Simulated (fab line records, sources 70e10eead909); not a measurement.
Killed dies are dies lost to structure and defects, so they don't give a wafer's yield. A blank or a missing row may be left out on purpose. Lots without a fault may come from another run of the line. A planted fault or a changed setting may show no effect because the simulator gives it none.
fab line records | flow nand_harc
record lots=24 wafers=72 last_day=24
route steps=1159 shown P_M2@330 P_BONDPAD@351 A_ONON_D1@433 A_CHANNEL_HOLE_D1@478 A_CHANNEL_FILL_D1@492
lots that met no fault: from a run of the same line without faults
start_h: hours from the record's first day to the start of the lot's first wafer shown | wait_h: hours since the lot's step before | " the same as in the row above | L1.1+2: a row that stands for several wafers | - no value, or no start given | * or withheld: withheld | < > ~ a bound
route shown NAME@n: a module of which the file shows steps, and the number in the route of the first | usual: mean/standard deviation of fault-free wafers | same: alike in all rows | chamber/n: place in a boat | sites: the reading at each site | _std_site: their standard deviation | _edge_site: outer sites' mean less inner sites' | radius_mm: how far each site lies from the wafer's centre | mask NAME#n: copy n | behind: the tool/chamber that last shaped the wafer | hold: why the lot was held/for how many hours/how that ended | device: the transistor (n, p or np) that didn't switch | end of line: the same wafers' tests at the end of the route | a step without rows: its recipe alone | killed: dies lost to structure and defects at the first sort, not the wafer's yield | map: a wafer's dies, x killed, . not, _ none there
set.NAME: the setting as run; set.NAME@STEP: as run at that earlier step | model.NAME: the simulator's own value behind a step, which no gauge read
steps of the route over a sample of lots; a table a step, a row a wafer
services: from which hour (start_h, from the record's first day; less than 0 if before it) a tool's chamber was out of use, for how many hours, and why
## steps
# step NHARC_P_M2_INSPECT_11
# usual raw_defect_count=4.1/2.5
# columns lot.wafer tool chamber start_h wait_h raw_defect_count
L074.1 defect_inspect-01 - 134.15 0.0 5
L074.4 " - " " 8
L074.6 " - " " 2
L075.1 defect_inspect-01 - 139.68 0.0 13
L075.2 " - " " 10
L075.4 " - " " 9
L076.1 defect_inspect-02 - 140.51 0.0 8
L076.3 " - " " 5
L076.5 " - " " 6
L079.3 defect_inspect-01 - 146.91 0.0 3
L079.5 " - " " 2
L079.6 " - " " 5
L078.2 defect_inspect-01 - 147.96 0.0 3
L078.4 " - " " 1
L078.5 " - " " 7
L077.3 defect_inspect-02 - 153.90 0.0 5
L077.5 " - " " 2
L077.6 " - " " 5
L080.1 defect_inspect-02 - 163.39 0.0 5
L080.3 " - " " 3
L080.5 " - " " 5
L081.2 defect_inspect-02 - 164.03 0.0 6
L081.3 " - " " 10
L081.5 " - " " 6
L083.2 defect_inspect-02 - 173.42 0.0 1
L083.4 " - " " 5
L083.6 " - " " 2
L084.2 defect_inspect-01 - 174.51 0.0 1
L084.4 " - " " 5
L084.6 " - " " 4
L082.1 defect_inspect-01 - 176.21 0.0 2
L082.4 " - " " 3
L082.5 " - " " 5
L085.4 defect_inspect-02 - 204.08 0.0 2
L085.5 " - " " 0
L085.6 " - " " 2
L087.1 defect_inspect-01 - 204.51 0.0 8
L087.2 " - " " 4
L087.4 " - " " 10
L086.2 defect_inspect-01 - 205.30 0.0 3
L086.4 " - " " 3
L086.6 " - " " 5
L088.1 defect_inspect-02 - 219.72 0.0 7
L088.5 " - " " 3
L088.6 " - " " 5
L089.1 defect_inspect-02 - 220.88 0.0 5
L089.4 " - " " 1
L089.5 " - " " 1
L091.1 defect_inspect-02 - 223.97 0.0 5
L091.2 " - " " 5
L091.3 " - " " 2
L090.3 defect_inspect-02 - 225.83 0.0 5
L090.4 " - " " 1
L090.6 " - " " 2
L092.3 defect_inspect-01 - 234.57 0.0 6
L092.4 " - " " 6
L092.5 " - " " 9
L093.2 defect_inspect-01 - 239.95 0.0 2
L093.3 " - " " 2
L093.5 " - " " 1
L094.1 defect_inspect-01 - 247.16 0.0 6
L094.4 " - " " 3
L094.6 " - " " 4
L095.2 defect_inspect-01 - 247.73 0.0 2
L095.5 " - " " 3
L095.6 " - " " 7
L096.3 defect_inspect-02 - 255.81 0.0 2
L096.5 " - " " 4
L096.6 " - " " 3
L097.1 defect_inspect-02 - 261.15 0.0 2
L097.2 " - " " 0
L097.4 " - " " 4
# step NHARC_P_M2_ETCH_35
# recipe target_depth_a=400 overetch_a=120 time_s=43.94 ion_energy_ev=200 n2_flow_sccm=150 h2_flow_sccm=150 ar_flow_sccm=0 rf_w=400 bias_w=150 chemistry=N2/H2
# usual drypump_motor_current_A=5.9/0.37 oes_product_au=1.000/0.009 rf_vpp_V=430/3.2 showerhead_plenum_p_Torr=2.04/0.11 throttle_valve_pct=14.170/0.0098
# columns lot.wafer tool chamber start_h wait_h drypump_motor_current_A oes_product_au rf_hours_counter_h rf_vpp_V showerhead_plenum_p_Torr throttle_valve_pct
L074.4 rie_diel-13 2 134.30 0.1 5.7 1.014 1 435 2.19 14.188
L074.1 " 0 " " 5.6 1.002 1 427 1.95 14.163
L074.6 " 2 " " 5.7 1.006 - 434 2.19 14.175
L075.2 rie_diel-11 2 139.82 0.1 5.9 1.004 41 425 1.89 14.185
L075.4 " 3 " " 5.5 1.003 42 432 2.12 14.168
L075.1 " 0 " " 6.4 1.002 35 426 1.89 14.167
L076.1 rie_diel-13 1 140.67 0.1 6.5 1.001 1 432 2.05 14.165
L076.3 " 2 " " 5.7 0.998 1 433 2.19 14.181
L076.5 " 0 " " 5.6 0.996 - 427 1.95 14.187
L079.3 rie_diel-13 0 147.07 0.1 5.6 0.998 1 428 1.95 14.155
L079.6 " 2 " " 5.7 0.990 - 435 2.19 14.166
L079.5 " 3 " " 6.1 0.999 - 429 1.97 14.172
L078.4 rie_diel-13 3 148.12 0.1 6.1 1.004 1 429 1.97 14.184
L078.2 " 0 " " 5.6 0.992 1 428 1.95 14.162
L078.5 " 2 " " 5.7 1.007 - 435 2.19 14.170
L077.3 rie_diel-11 3 154.05 0.1 5.5 1.009 48 432 2.11 14.156
L077.6 " 3 " " 5.5 0.997 - 434 2.12 14.171
L077.5 " 0 " " 6.5 0.992 - 427 1.89 14.160
L080.3 rie_diel-13 1 163.53 0.1 6.5 1.002 2 431 2.05 14.172
L080.1 " 3 " " 6.1 1.005 2 429 1.97 14.180
L080.5 " 1 " " 6.5 1.007 - 431 2.05 14.169
L081.2 rie_diel-06 0 164.18 0.1 5.5 0.999 15 428 1.89 14.177
L081.3 " 2 " " 5.3 1.005 17 433 2.19 14.183
L081.5 " 0 " " 5.5 0.989 - 426 1.89 14.187
L083.2 rie_diel-11 0 173.58 0.1 6.5 0.988 50 426 1.88 14.164
L083.4 " 0 " " 6.4 0.990 - 427 1.88 14.152
L083.6 " 2 " " 6.0 0.995 - 425 1.88 14.163
L084.2 rie_diel-06 2 174.66 0.1 5.3 0.991 19 434 2.19 14.170
L084.4 " 3 " " 6.4 0.993 20 431 2.03 14.179
L084.6 " 2 " " 5.3 1.001 - 436 2.19 14.169
L082.4 rie_diel-11 3 176.36 0.1 5.5 0.984 56 432 2.11 14.173
L082.1 " 0 " " 6.5 0.980 50 426 1.89 14.175
L082.5 " 3 " " 5.5 0.994 - 431 2.11 14.166
L085.6 rie_diel-11 0 204.41 0.2 6.5 0.980 - 437 2.22 14.181
L085.5 " 1 " " 5.9 0.988 - 427 1.94 14.173
L085.4 " 3 " " 5.5 0.986 - 433 2.11 14.169
L087.2 rie_diel-13 3 204.66 0.1 6.1 1.008 4 429 1.97 14.179
L087.1 " 1 " " 6.5 1.010 4 429 2.05 14.159
L087.4 " 2 " " 5.7 1.005 4 434 2.19 14.178
L086.2 rie_diel-13 1 205.45 0.1 6.5 1.005 4 430 2.05 14.165
L086.4 " 0 " " 5.6 1.010 3 428 1.95 14.178
L086.6 " 1 " " 6.5 1.004 - 432 2.05 14.164
L088.1 rie_diel-13 3 219.88 0.1 6.1 0.998 4 429 1.97 14.176
L088.5 " 1 " " 6.5 1.010 - 431 2.05 14.164
L088.6 " 2 " " 5.7 1.001 - 435 2.19 14.179
L089.4 rie_diel-13 0 221.03 0.1 5.6 0.997 3 429 1.95 14.163
L089.1 " 2 " " 5.7 1.014 4 434 2.19 14.154
L089.5 " 3 " " 6.1 1.008 - 428 1.97 14.169
L091.3 rie_diel-06 3 224.12 0.1 6.4 0.997 31 429 2.03 14.178
L091.2 " 1 " " 5.4 0.999 29 432 2.06 14.180
L091.1 " 2 " " 5.3 1.008 29 436 2.19 14.139
L090.3 rie_diel-11 1 226.01 0.1 5.9 1.007 9 427 1.93 14.192
L090.4 " 2 " " 5.9 0.989 - 434 2.22 14.171
L090.6 " 0 " " 6.5 0.983 - 435 2.22 14.166
L092.3 rie_diel-11 1 234.73 0.1 5.9 1.009 14 426 1.93 14.172
L092.4 " 1 " " 5.9 1.010 - 426 1.93 14.181
L092.5 " 2 " " 5.9 0.992 - 435 2.21 14.186
L093.3 rie_diel-13 2 240.10 0.1 5.7 1.020 5 434 2.19 14.161
L093.2 " 0 " " 5.6 1.013 4 426 1.95 14.176
L093.5 " 3 " " 6.1 1.018 - 428 1.97 14.157
L094.1 rie_diel-13 1 247.31 0.1 6.5 0.997 5 431 2.05 14.163
L094.4 " 3 " " 6.1 1.014 6 428 1.97 14.170
L094.6 " 0 " " 5.6 0.993 - 427 1.94 14.160
L095.2 rie_diel-13 2 247.90 0.1 5.8 1.005 5 436 2.19 14.177
L095.5 " 2 " " 5.7 1.007 - 435 2.19 14.184
L095.6 " 3 " " 6.1 1.010 - 428 1.97 14.173
L096.3 rie_diel-13 3 255.96 0.1 6.1 1.016 6 428 1.97 14.167
L096.6 " 1 " " 6.5 0.997 - 429 2.05 14.149
L096.5 " 2 " " 5.7 1.009 - 435 2.19 14.182
L097.1 rie_diel-13 0 261.30 0.1 5.6 1.001 5 428 1.95 14.167
L097.4 " 1 " " 6.5 0.993 6 431 2.05 14.188
L097.2 " 2 " " 5.8 1.005 6 435 2.19 14.161
# step NHARC_P_BONDPAD_DEP_00
# recipe target_thk_a=2500 temp_c=370 target_thk_nm=250 pressure_torr=3 flow_sccm=200 rf_w=450 material=SiCN
# usual heater_power_w=601/78
# columns lot.wafer tool chamber start_h wait_h heater_power_w
L074.1 pecvd-02 0 137.40 - 602
L074.6 " 2 " " 695
L074.4 " 0 " " 627
L075.1 pecvd-02 0 142.88 - 591
L075.2 " 2 " " 682
L075.4 " 1 " " 705
L076.3 pecvd-01 2 143.75 - 622
L076.1 " 0 " " 626
L076.5 " 1 " " 470
L079.3 pecvd-01 0 150.18 - 584
L079.5 " 1 " " 467
L079.6 " 2 " " 719
L078.2 pecvd-01 2 151.21 - 689
L078.4 " 2 " " 724
L078.5 " 1 " " 480
L077.3 pecvd-01 2 - - 647
L077.5 " 1 " " 527
L077.6 " 2 " " 685
L080.1 pecvd-02 2 166.59 - 607
L080.3 " 2 " " 608
L080.5 " 1 " " 721
L081.2 pecvd-01 2 - - 655
L081.3 " 0 " " 641
L081.5 " 0 " " 518
L083.2 pecvd-04 2 176.98 - 620
L083.4 " 0 " " 562
L083.6 " 1 " " 650
L084.2 pecvd-02 0 178.57 - 615
L084.4 " 1 " " 645
L084.6 " 0 " " 626
L082.1 pecvd-04 2 179.60 - 717
L082.4 " 0 " " 507
L082.5 " 1 " " 552
L085.5 pecvd-01 2 - - 690
L085.6 " 0 " " 584
L085.4 " 1 " " 422
L087.2 pecvd-01 0 207.98 - 566
L087.1 " 1 " " 486
L087.4 " 1 " " 494
L086.2 pecvd-04 1 209.04 - 523
L086.4 " 1 " " 542
L086.6 " 2 " " 630
L088.1 pecvd-04 2 - - 619
L088.5 " 2 " " 638
L088.6 " 0 " " 437
L089.1 pecvd-01 2 - - 701
L089.5 " 2 " " 690
L089.4 " 0 " " 590
L091.3 pecvd-01 1 227.22 - 484
L091.1 " 2 " " 690
L091.2 " 0 " " 621
L090.3 pecvd-01 2 229.24 - 706
L090.4 " 1 " " 471
L090.6 " 2 " " 715
L092.3 pecvd-04 1 - - 655
L092.4 " 1 " " 519
L092.5 " 2 " " 696
L093.2 pecvd-04 0 243.45 - 440
L093.3 " 1 " " 634
L093.5 " 2 " " 630
L094.1 pecvd-01 1 250.49 - 523
L094.4 " 0 " " 564
L094.6 " 2 " " 658
L095.2 pecvd-02 1 - - 701
L095.6 " 2 " " 550
L095.5 " 0 " " 656
L096.3 pecvd-04 1 259.01 - 626
L096.6 " 2 " " 684
L096.5 " 0 " " 506
L097.2 pecvd-02 2 - - 556
L097.1 " 1 " " 603
L097.4 " 0 " " 653
# step NHARC_A_ONON_D1_THK_MEAS_14
# recipe thk_meas_gauge=ellipsometry
# usual thk_nm=998/8.3
# columns lot.wafer tool chamber start_h wait_h thk_nm
L074.1 film_metro-01 - 168.15 - 1004
L074.4 " - " " 1004
L074.6 " - " " 1007
L076.1 film_metro-01 - 173.27 - 991
L076.3 " - " " 991
L076.5 " - " " 991
L075.1 film_metro-01 - 173.30 - 991
L075.2 " - " " 990
L075.4 " - " " 992
L079.3 film_metro-02 - 180.71 - 985
L079.5 " - " " 985
L079.6 " - " " 984
L078.2 film_metro-01 - 180.77 - 1003
L078.4 " - " " 1001
L078.5 " - " " 999
L077.3 film_metro-02 - 188.29 - 1002
L077.5 " - " " 1003
L077.6 " - " " 1001
L081.2 film_metro-02 - 196.32 - 994
L081.3 " - " " 992
L081.5 " - " " 994
L080.1 film_metro-01 - 196.45 - 1005
L080.3 " - " " 1006
L080.5 " - " " 1005
L084.2 film_metro-02 - 208.01 - 1008
L084.4 " - " " 1009
L084.6 " - " " 1009
L082.1 film_metro-01 - 208.23 - 999
L082.4 " - " " 999
L082.5 " - " " 997
L083.2 film_metro-02 - 208.37 - 1000
L083.4 " - " " 1002
L083.6 " - " " 1000
L085.4 film_metro-01 - 238.03 - 986
L085.5 " - " " 987
L085.6 " - " " 986
L086.2 film_metro-02 - 238.38 - 1012
L086.4 " - " " 1012
L086.6 " - " " 1013
L087.1 film_metro-01 - 238.73 - 1002
L087.2 " - " " 1003
L087.4 " - " " 1002
L088.1 film_metro-01 - 253.44 - 989
L088.5 " - " " 989
L088.6 " - " " 990
L089.1 film_metro-02 - 253.51 - 1004
L089.4 " - " " 1005
L089.5 " - " " 1003
L090.3 film_metro-02 - 257.79 - 1003
L090.4 " - " " 1002
L090.6 " - " " 1003
L091.1 film_metro-01 - 257.80 - 997
L091.2 " - " " 998
L091.3 " - " " 998
L092.3 film_metro-02 - 269.65 - 999
L092.4 " - " " 999
L092.5 " - " " 998
L093.2 film_metro-02 - 275.19 - 1005
L093.3 " - " " 1004
L093.5 " - " " 1005
L094.1 film_metro-01 - 280.74 - 1001
L094.4 " - " " 1002
L094.6 " - " " 1002
L095.2 film_metro-02 - 280.76 - 982
L095.5 " - " " 982
L095.6 " - " " 983
L096.3 film_metro-02 - 289.67 - 987
L096.5 " - " " 989
L096.6 " - " " 989
L097.1 film_metro-01 - 295.71 - 1014
L097.2 " - " " 1012
L097.4 " - " " 1013
# step NHARC_A_CHANNEL_HOLE_D1_ETCH_26
# recipe bias_v=300 source_w=2000 pressure_mtorr=30 time_s=224.1 ar_flow_sccm=375 c4f8_flow_sccm=11.4 o2_flow_sccm=113.6 temp_c=-20 target_depth_a=3000 chemistry=C4F8/O2/Ar
# usual drypump_motor_current_A=5.9/0.36 showerhead_plenum_p_Torr=3.76/0.087 temp_c=-19.98/0.092 throttle_valve_pct=24.584/0.0095
# columns lot.wafer tool chamber start_h wait_h drypump_motor_current_A rf_hours_counter_h showerhead_plenum_p_Torr temp_c throttle_valve_pct
L074.1 har_etch-01 1 189.25 0.6 5.4 191 3.67 -19.85 24.594
L074.4 " 1 " " 5.4 - 3.67 -20.20 24.575
L074.6 " 1 " " 5.4 - 3.67 -19.99 24.604
L076.1 har_etch-01 1 193.40 0.6 5.4 195 3.67 -19.88 24.593
L076.3 " 0 " " 6.3 - 3.88 -19.98 24.576
L076.5 " 1 " " 5.4 - 3.67 -20.10 24.589
L075.2 har_etch-02 1 194.08 0.7 6.2 107 3.85 -20.09 24.575
L075.1 " 0 " " 6.0 107 3.72 -20.01 24.592
L075.4 " 1 " " 6.3 - 3.85 -20.10 24.588
L079.3 har_etch-01 1 198.83 0.4 5.4 - 3.67 -19.98 24.583
L079.5 " 0 " " 6.2 - 3.87 -19.92 24.594
L079.6 " 1 " " 5.4 - 3.67 -19.84 24.593
L078.2 har_etch-02 0 198.97 0.6 5.9 111 3.72 -20.10 24.593
L078.4 " 1 " " 6.2 - 3.85 -20.02 24.585
L078.5 " 0 " " 5.9 - 3.72 -20.04 24.583
L077.3 har_etch-01 1 206.28 0.4 5.4 - 3.67 -19.95 24.590
L077.6 " 0 " " 6.3 - 3.87 -20.08 24.588
L077.5 " 1 " " 5.4 - 3.67 -19.99 24.610
L081.2 har_etch-02 0 215.35 0.6 6.0 117 3.71 -19.99 24.589
L081.3 " 0 " " 6.0 - 3.71 -19.97 24.579
L081.5 " 1 " " 6.2 - 3.84 -20.01 24.597
L080.1 har_etch-01 0 215.94 0.6 6.3 208 3.87 -19.94 24.599
L080.3 " 1 " " 5.4 - 3.66 -20.00 24.585
L080.5 " 0 " " 6.2 - 3.87 -20.04 24.575
L082.1 har_etch-01 0 229.01 0.6 6.2 213 3.86 -19.96 24.595
L082.4 " 1 " " 5.4 - 3.66 -20.01 24.576
L082.5 " 1 " " 5.4 - 3.66 -19.84 24.580
L084.2 har_etch-02 1 229.37 0.6 6.2 122 3.84 -19.95 24.585
L084.4 " 1 " " 6.2 - 3.84 -19.96 24.588
L084.6 " 0 " " 6.0 - 3.71 -20.02 24.587
L083.2 har_etch-01 0 233.15 0.6 6.2 217 3.86 -20.00 24.607
L083.4 " 1 " " 5.4 - 3.66 -20.00 24.585
L083.6 " 0 " " 6.3 - 3.86 -19.89 24.580
L086.2 har_etch-01 1 257.29 0.6 5.4 224 3.65 -19.87 24.591
L086.4 " 1 " " 5.4 - 3.65 -20.03 24.586
L086.6 " 0 " " 6.3 - 3.86 -19.93 24.591
L085.4 har_etch-02 0 257.52 0.5 6.0 - 3.70 -19.96 24.589
L085.5 " 0 " " 6.0 - 3.70 -20.15 24.577
L085.6 " 1 " " 6.2 - 3.83 -20.01 24.583
L087.1 har_etch-01 0 261.40 0.7 6.2 228 3.86 -19.93 24.577
L087.2 " 1 " " 5.4 228 3.65 -19.92 24.574
L087.4 " 0 " " 6.2 - 3.86 -19.95 24.563
L089.1 har_etch-01 1 273.74 0.6 5.4 234 3.65 -19.99 24.580
L089.4 " 1 " " 5.4 - 3.65 -19.92 24.585
L089.5 " 1 " " 5.4 - 3.65 -19.89 24.574
L088.1 har_etch-02 1 274.02 0.7 6.2 142 3.83 -19.95 24.586
L088.5 " 1 " " 6.2 - 3.83 -20.01 24.590
L088.6 " 0 " " 6.0 - 3.70 -20.07 24.578
L090.3 har_etch-01 0 278.23 0.5 6.2 - 3.85 -19.97 24.595
L090.4 " 1 " " 5.4 - 3.65 -20.11 24.572
L090.6 " 1 " " 5.4 - 3.65 -19.91 24.576
L091.1 har_etch-02 0 279.46 0.7 6.0 146 3.70 -19.94 24.586
L091.2 " 1 " " 6.2 146 3.83 -19.97 24.593
L091.3 " 0 " " 5.9 - 3.70 -19.96 24.606
L092.3 har_etch-02 1 288.29 0.5 6.2 - 3.82 -19.96 24.587
L092.4 " 0 " " 6.0 - 3.69 -19.95 24.566
L092.5 " 0 " " 6.0 - 3.69 -19.84 24.582
L093.2 har_etch-01 0 294.06 0.6 6.3 243 3.85 -19.96 24.588
L093.3 " 1 " " 5.4 - 3.64 -20.03 24.573
L093.5 " 0 " " 6.3 - 3.85 -19.82 24.574
L094.1 har_etch-01 0 298.43 0.7 6.2 247 3.85 -19.88 24.584
L094.4 " 1 " " 5.4 - 3.64 -20.16 24.586
L094.6 " 0 " " 6.2 - 3.85 -19.89 24.574
L095.2 har_etch-02 0 299.68 0.7 6.0 155 3.69 -20.07 24.596
L095.5 " 0 " " 6.0 - 3.69 -19.95 24.581
L095.6 " 1 " " 6.2 - 3.82 -20.04 24.588
L096.3 har_etch-02 1 309.93 0.4 6.2 - 3.82 -20.08 24.585
L096.6 " 0 " " 6.0 - 3.69 -19.95 24.596
L096.5 " 1 " " 6.2 - 3.82 -20.17 24.578
L097.1 har_etch-02 0 320.56 0.7 6.0 168 3.69 -19.97 24.599
L097.2 " 1 " " 6.2 168 3.81 -19.95 24.573
L097.4 " 1 " " 6.2 - 3.81 -19.94 24.599
# step NHARC_A_CHANNEL_FILL_D1_ALD_02
# recipe target_thk_a=60 pulse_time_s=10 ald_cycles=60 temp_c=300 material=SiO2
# usual heater_power_w=485/50 precursor_pulse_height_rel=0.999/0.018
# columns lot.wafer tool chamber start_h wait_h heater_power_w precursor_pulse_height_rel
L074.4 ald_hk-01 3 193.97 - 553 1.033
L074.1 " 2 " " 515 1.003
L074.6 " 0 " " 543 0.978
L076.3 ald_hk-01 0 195.49 - 536 1.002
L076.1 " 2 " " 510 0.986
L076.5 " 0 " " 531 0.996
L075.1 ald_hk-02 1 196.21 - 489 0.981
L075.2 " 2 " " 401 0.973
L075.4 " 0 " " 528 0.950
L079.3 ald_hk-04 3 200.87 - 520 1.031
L079.5 " 3 " " 510 0.973
L079.6 " 0 " " 516 1.020
L078.4 ald_hk-02 3 201.55 - 454 0.985
L078.2 " 0 " " 537 0.974
L078.5 " 2 " " 405 1.002
L077.3 ald_hk-02 2 208.45 - 400 1.017
L077.5 " 0 " " 525 0.984
L077.6 " 1 " " 495 0.999
L081.2 ald_hk-04 1 217.80 - 405 0.993
L081.3 " 3 " " 516 1.025
L081.5 " 2 " " 483 0.998
L080.1 ald_hk-02 3 218.20 - 450 0.988
L080.3 " 2 " " 402 0.960
L080.5 " 3 " " 448 0.988
L082.1 ald_hk-02 1 233.72 - 508 0.988
L082.4 " 3 " " 447 0.970
L082.5 " 1 " " 493 1.014
L084.4 ald_hk-04 1 233.76 - 408 0.993
L084.2 " 3 " " 501 1.017
L084.6 " 0 " " 529 0.975
L083.2 ald_hk-02 0 235.24 - 527 0.997
L083.4 " 1 " " 498 1.025
L083.6 " 1 " " 491 0.989
L086.2 ald_hk-01 3 259.39 - 519 0.964
L086.4 " 1 " " 457 0.999
L086.6 " 3 " " 527 0.999
L085.4 ald_hk-01 0 259.82 - 567 0.987
L085.5 " 0 " " 573 1.024
L085.6 " 1 " " 459 0.997
L087.2 ald_hk-01 0 263.55 - 571 1.000
L087.4 " 2 " " 516 1.003
L087.1 " 3 " " 522 0.969
L089.1 ald_hk-02 2 276.54 - 398 0.998
L089.4 " 3 " " 450 0.999
L089.5 " 1 " " 498 1.026
L088.1 ald_hk-02 1 277.04 - 489 1.013
L088.6 " 2 " " 405 1.023
L088.5 " 3 " " 448 0.984
L090.4 ald_hk-01 1 280.28 - 455 0.992
L090.3 " 3 " " 518 0.979
L090.6 " 2 " " 524 0.992
L091.3 ald_hk-04 1 281.59 - 414 1.005
L091.1 " 2 " " 477 0.982
L091.2 " 0 " " 546 1.019
L092.4 ald_hk-02 1 290.46 - 473 0.996
L092.3 " 2 " " 404 0.996
L092.5 " 1 " " 490 1.020
L093.3 ald_hk-04 1 296.34 - 419 1.001
L093.2 " 2 " " 478 0.993
L093.5 " 1 " " 424 1.006
L094.4 ald_hk-02 0 303.78 - 528 1.015
L094.1 " 1 " " 472 0.993
L094.6 " 3 " " 414 1.025
L095.2 ald_hk-02 1 304.14 - 470 0.992
L095.6 " 0 " " 534 1.020
L095.5 " 1 " " 477 0.994
L096.3 ald_hk-02 1 312.16 - 473 1.009
L096.6 " 2 " " 403 1.013
L096.5 " 3 " " 436 0.987
L097.4 ald_hk-04 2 322.70 - 475 1.004
L097.2 " 0 " " 533 1.011
L097.1 " 1 " " 417 0.977
## services
# columns tool chamber start_h hours kind
pecvd-04 2 121.44 5.1 repair
pecvd-01 - 125.03 2.0 repair
pecvd-02 - 128.11 0.8 repair
pecvd-02 - 153.09 13.0 pm
rie_diel-13 0 153.78 4.4 repair
rie_diel-13 0 165.81 11.9 repair
pecvd-02 - 169.58 1.4 repair
rie_diel-11 3 170.06 4.1 repair
rie_diel-11 2 178.22 28.1 repair
rie_diel-13 0 180.61 1.3 repair
ald_hk-04 - 187.07 10.0 pm
rie_diel-11 - 189.57 9.0 pm
pecvd-04 - 195.13 13.0 pm
rie_diel-11 2 215.98 7.2 repair
rie_diel-06 - 221.35 1.5 repair
rie_diel-11 3 222.43 15.8 repair
pecvd-01 - 237.00 13.0 pm
pecvd-04 2 271.40 4.8 repair
rie_diel-13 - 276.00 9.0 pm
ald_hk-02 - 280.00 10.0 pm
pecvd-01 - 283.34 0.5 repair
pecvd-02 0 302.36 5.4 repair
rie_diel-11 1 303.45 4.2 repair
har_etch-01 - 305.00 17.0 pm
## key
fault none
